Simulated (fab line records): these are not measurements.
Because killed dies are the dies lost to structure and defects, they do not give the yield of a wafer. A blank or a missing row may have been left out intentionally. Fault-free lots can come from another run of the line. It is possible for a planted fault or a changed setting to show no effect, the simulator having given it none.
Problem report in the 8D (eight disciplines) form, filled by code + flow n5 finfet + the parts of the form that need people (team, actions taken, sign-off) are left out

1. THE PROBLEM
Wafers without a fault read 24.998, standard deviation 0.0086; beam energy keV at N5_WELL_APT_IMPLANT_15 reads a mean of 29.767 on 6 wafers belonging to 2 lots. That is +99 or more standard deviations from the usual mean.
First seen on wafer L602.3, day 4 02:44, on implanter-02. The record has a number at this step for 30 wafers belonging to 11 lots. Rule for "out" (also "out of limits"): further than 4 standard deviations from the usual mean. The other wafers with a number count as sound.

2. WHAT THIS IS AND IS NOT
| question                    | is                     | is not                                                                          |
|-----------------------------|------------------------|---------------------------------------------------------------------------------|
| which readings at this step | beam energy keV        | tilt deg                                                                        |
| which lots                  | L602, L604             | L593, L594, L597, L598, L599, L601, L613, L614, L615                            |
| which wafers of those lots  | all that have a number | -                                                                               |
| read on which tools         | implanter-02           | implanter-01                                                                    |
| when                        | from day 4 02:44       | up to then (16 sound wafers); but 8 sound wafers of L613, L614, L615 came after |

3. THE SUSPECTS, EACH WITH WHAT RULES IT OUT
Counting: any tool at a process step up to the reading is kept as a suspect provided that every lot that is out went through it and no sound lot did after the first of them.
- implanter-02 at N5_WELL_APT_IMPLANT_15: ruled out as a lasting fault. Following L602 (day 4 02:44), the first lot on it that is out, the sound lots L615 were run on it.
Left after counting: nothing in the record.

4. THE CAUSE (what the simulator had put in)
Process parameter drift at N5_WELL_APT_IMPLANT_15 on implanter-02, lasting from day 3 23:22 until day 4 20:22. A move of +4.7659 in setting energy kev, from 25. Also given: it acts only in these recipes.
Counting ruled it out, wrongly.

5. THE EFFECT CHAIN, in route order
Each row: a reading where the mean over the struck wafers with a number is more than 3 standard deviations away from the usual. Only readings for which the record gives a usual standard deviation are gone through. hours: the time from each lot's start at the first step in this table that gives one to its start at this step, as a median over the lots. sigmas: the change in usual standard deviations.
| hours | step                   | reading         | usual  | on struck wafers | change | sigmas      |
|-------|------------------------|-----------------|--------|------------------|--------|-------------|
| 0     | N5_WELL_APT_IMPLANT_15 | beam energy keV | 24.998 | 29.767           | +4.769 | +99 or more |
Its process steps:
- N5_WELL_APT_IMPLANT_15
At these later measuring or inspecting steps, every struck wafer for which the step has a row has a number for every such reading, and none has moved that far: N5_WELL_APT_OVL_MEAS_26, N5_BEOL_M4_RC_MEAS_101.

6. WHAT WOULD HAVE CAUGHT IT SOONER
The fault began at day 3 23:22; the first out-of-limits reading in this record came at day 4 02:44, 3 hours later.
